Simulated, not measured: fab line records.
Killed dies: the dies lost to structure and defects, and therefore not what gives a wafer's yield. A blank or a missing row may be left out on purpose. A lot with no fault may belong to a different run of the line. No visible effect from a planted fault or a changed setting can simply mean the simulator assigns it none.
Chamber matching :: flow n5_finfet :: ald_sin-03 running N5_DUMMY_GATE_ALD_02: 4 sister chambers
The step deposits SiO2, target thk 2 nm, pulse time 1 s. 18 wafers are shown with their chamber, then 9 later ones without.

## WAFERS, EACH WITH ITS CHAMBER
wafer: L074.1
chamber: 0
heater_power_w (W): 527
precursor_pulse_height_rel: 0.968

wafer: L074.3
chamber: 3
heater_power_w (W): 448
precursor_pulse_height_rel: 0.996

wafer: L074.5
chamber: 2
heater_power_w (W): 398
precursor_pulse_height_rel: 1.024

wafer: L079.1
chamber: 0
heater_power_w (W): 506
precursor_pulse_height_rel: 0.981

wafer: L079.2
chamber: 2
heater_power_w (W): 396
precursor_pulse_height_rel: 0.961

wafer: L079.6
chamber: 3
heater_power_w (W): 438
precursor_pulse_height_rel: 1.009

wafer: L080.2
chamber: 2
heater_power_w (W): 401
precursor_pulse_height_rel: 0.979

wafer: L080.3
chamber: 1
heater_power_w (W): 427
precursor_pulse_height_rel: 0.967

wafer: L080.4
chamber: 0
heater_power_w (W): 518
precursor_pulse_height_rel: 0.981

wafer: L081.2
chamber: 3
heater_power_w (W): 450
precursor_pulse_height_rel: 0.996

wafer: L081.3
chamber: 0
heater_power_w (W): 529
precursor_pulse_height_rel: 0.986

wafer: L081.5
chamber: 1
heater_power_w (W): 427
precursor_pulse_height_rel: 1.027

wafer: L085.2
chamber: 0
heater_power_w (W): 516
precursor_pulse_height_rel: 0.951

wafer: L085.4
chamber: 0
heater_power_w (W): 537
precursor_pulse_height_rel: 0.980

wafer: L085.6
chamber: 2
heater_power_w (W): 380
precursor_pulse_height_rel: 0.993

wafer: L092.2
chamber: 1
heater_power_w (W): 408
precursor_pulse_height_rel: 0.974

wafer: L092.4
chamber: 2
heater_power_w (W): 372
precursor_pulse_height_rel: 0.986

wafer: L092.6
chamber: 0
heater_power_w (W): 524
precursor_pulse_height_rel: 1.018

SIGNATURES, as means of the wafers listed above
reading: heater_power_w
chamber 0: 522.43
chamber 1: 420.67
chamber 2: 389.40
chamber 3: 445.33
scatter within a chamber: 10.6

reading: precursor_pulse_height_rel
chamber 0: 0.98071
chamber 1: 0.98933
chamber 2: 0.98860
chamber 3: 1.00033
scatter within a chamber: 0.0221
Rule: a wafer's distance from a chamber is the root of the sum, over the readings, of the square of ((its reading less the chamber's mean) divided by the reading's scatter). If the next closest chamber is less than 2 further off than the closest, the wafer can't be placed; otherwise it belongs to the closest. The scatter is the square root of a quotient: the sum, over the shown wafers, of each reading's squared deviation from its chamber's mean, divided by wafers minus chambers.

## WAFERS MISSING THEIR CHAMBER
wafer: L094.3
heater_power_w (W): 385
precursor_pulse_height_rel: 0.987

wafer: L094.4
heater_power_w (W): 518
precursor_pulse_height_rel: 1.024

wafer: L094.5
heater_power_w (W): 454
precursor_pulse_height_rel: 0.995

wafer: L095.2
heater_power_w (W): 528
precursor_pulse_height_rel: 0.996

wafer: L095.5
heater_power_w (W): 379
precursor_pulse_height_rel: 0.992

wafer: L095.6
heater_power_w (W): 400
precursor_pulse_height_rel: 0.971

wafer: L096.1
heater_power_w (W): 454
precursor_pulse_height_rel: 0.990

wafer: L096.4
heater_power_w (W): 401
precursor_pulse_height_rel: 0.984

wafer: L096.5
heater_power_w (W): 406
precursor_pulse_height_rel: 0.995

## WHICH CHAMBER EACH WENT THROUGH
wafer: L094.3
from the rows above: 2
in truth: 2

wafer: L094.4
from the rows above: 0
in truth: 0

wafer: L094.5
from the rows above: 3
in truth: 3

wafer: L095.2
from the rows above: 0
in truth: 0

wafer: L095.5
from the rows above: 2
in truth: 2

wafer: L095.6
from the rows above: can't be placed: 2 or 1
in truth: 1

wafer: L096.1
from the rows above: 3
in truth: 3

wafer: L096.4
from the rows above: can't be placed: 2 or 1
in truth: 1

wafer: L096.5
from the rows above: can't be placed: 1 or 2
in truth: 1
Correctly placed: 6 of 9. Not placeable from these rows: 3 (in 3, the candidates include the true chamber). Placed wrongly: 0.
